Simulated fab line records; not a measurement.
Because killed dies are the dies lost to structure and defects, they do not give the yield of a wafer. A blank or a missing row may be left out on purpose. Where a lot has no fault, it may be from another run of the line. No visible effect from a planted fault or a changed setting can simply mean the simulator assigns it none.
Matching of chambers	flow n5Finfet	N5_DUMMY_REMOVAL_STRIP_10 on rieDiel-02: 3 sister chambers
The step strips in N2/H2, time 40 s. 3 wafers are shown with their chamber, then 9 later ones without.

WAFERS WITH THEIR CHAMBER
wafer	chamber	showerheadPlenumPTorr (Torr)
L084.3	0	3.45
L084.4	3	3.35
L084.5	1	3.21

WAFERS WITH NO CHAMBER GIVEN
wafer	showerheadPlenumPTorr (Torr)
L087.2	3.20
L087.3	3.45
L087.4	3.20
L095.1	3.19
L095.2	3.44
L095.3	3.19
L096.2	3.43
L096.3	3.44
L096.4	3.19

CHAMBER TAKEN BY EACH
wafer	from the rows above	in truth
L087.2	1	1
L087.3	0	0
L087.4	1	1
L095.1	1	1
L095.2	0	0
L095.3	1	1
L096.2	0	0
L096.3	0	0
L096.4	1	1
Correctly placed: 9 of 9. From these rows, 0 cannot be placed. Wrongly placed: 0.
How it was worked out, from the rows above alone: a wafer's distance from a chamber is the root of the sum, over the readings, of the square of ((its reading less the chamber's mean) divided by the reading's scatter). If the next closest chamber is less than 2 further off than the closest, the wafer can't be placed; otherwise it belongs to the closest. The mean given for a chamber averages the wafers shown for that chamber. The scatter: root of mean squared gap, hidden wafer to nearest shown wafer, with one shown wafer a chamber.
